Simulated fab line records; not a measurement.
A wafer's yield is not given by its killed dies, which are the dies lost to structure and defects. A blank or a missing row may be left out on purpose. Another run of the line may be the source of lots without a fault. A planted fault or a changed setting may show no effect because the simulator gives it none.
A single fault, viewed from 2 desks | flow nand harc | each desk has only its own numbers; what lay behind them comes last

METROLOGY DESK
What the gauges read, lot by lot, whatever tool the lot ran on: means of the sampled wafers that have a number. The brackets show how far a lot's mean lies from the usual mean; more than 4 standard deviations puts the lot out of limits, marked OUT.
Columns: A = cd nm at NHARC_A_BLC_CD_MEAS_19, usual 100 nm; B = cd nm at NHARC_A_M0_CD_MEAS_09, usual 80.0 nm
lot  | first seen here | A   | B
L846 | day 23 08:20    | 100 | 80.4
L845 | day 23 09:13    | 102 | 79.9
L847 | day 24 16:51    | 99  | 80.4
L850 | day 25 08:25    | 104 | 80.3
L852 | day 26 07:05    | 105 | 80.2
L853 | day 26 23:48    | 102 | 80.5
L855 | day 27 01:41    | 104 | 79.3
L857 | day 28 01:07    | 98  | 80.0
L860 | day 30 04:51    | 98  | 88.6 (+11) OUT
L862 | day 30 22:10    | 104 | 87.8 (+9.7) OUT
L863 | day 30 23:32    | 98  | 80.5
L864 | day 31 07:13    | 99  | 80.7
L866 | day 31 11:04    | 103 | 80.9
L865 | day 31 11:07    | 101 | 79.2
This desk finds L860, L862 out of limits, L860 being first, at day 30 08:11 (cd nm at NHARC_A_M0_CD_MEAS_09). L846, L845, L847, L850, L852, L853, L855, L857, L863, L864, L866, L865: within limits.

AT THE TOOL OWNER'S DESK: litho track-04
The tool's own readings at NHARC_A_M0_PEB_07 (peb time 65 s): means of the sampled wafers that have a number, for each lot that ran on this tool. The brackets show how far a lot's mean lies from the usual mean; more than 4 standard deviations puts the lot out of limits, marked OUT.
Columns: A = heater power total W at NHARC_A_M0_PEB_07, usual 156.6 W
lot  | first seen here | A
L846 | day 23 11:04    | 156.6
L845 | day 23 11:57    | 156.6
L847 | day 24 19:41    | 156.7
L853 | day 27 02:37    | 156.7
L857 | day 28 03:49    | 157.0
L860 | day 30 08:05    | 156.3
L862 | day 31 00:57    | 156.7
This desk found nothing out of limits on any of the 7 lots.

BROUGHT TOGETHER
Metrology desk: alarm possible at day 30 08:11 on L860, L862.
The tool owner's desk saw nothing out of limits.
Tool owner's desk: L860, L862 on record, inside its limits.
Of the lots named, all ran NHARC_A_M0_PEB_07 on litho track-04.

WHAT THE SIMULATOR HAD PUT IN
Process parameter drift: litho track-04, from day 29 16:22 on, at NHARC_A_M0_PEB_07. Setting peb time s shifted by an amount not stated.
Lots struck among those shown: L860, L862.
Time in hours between the start of the fault and the first out-of-limits reading at each desk: metrology desk, 16.
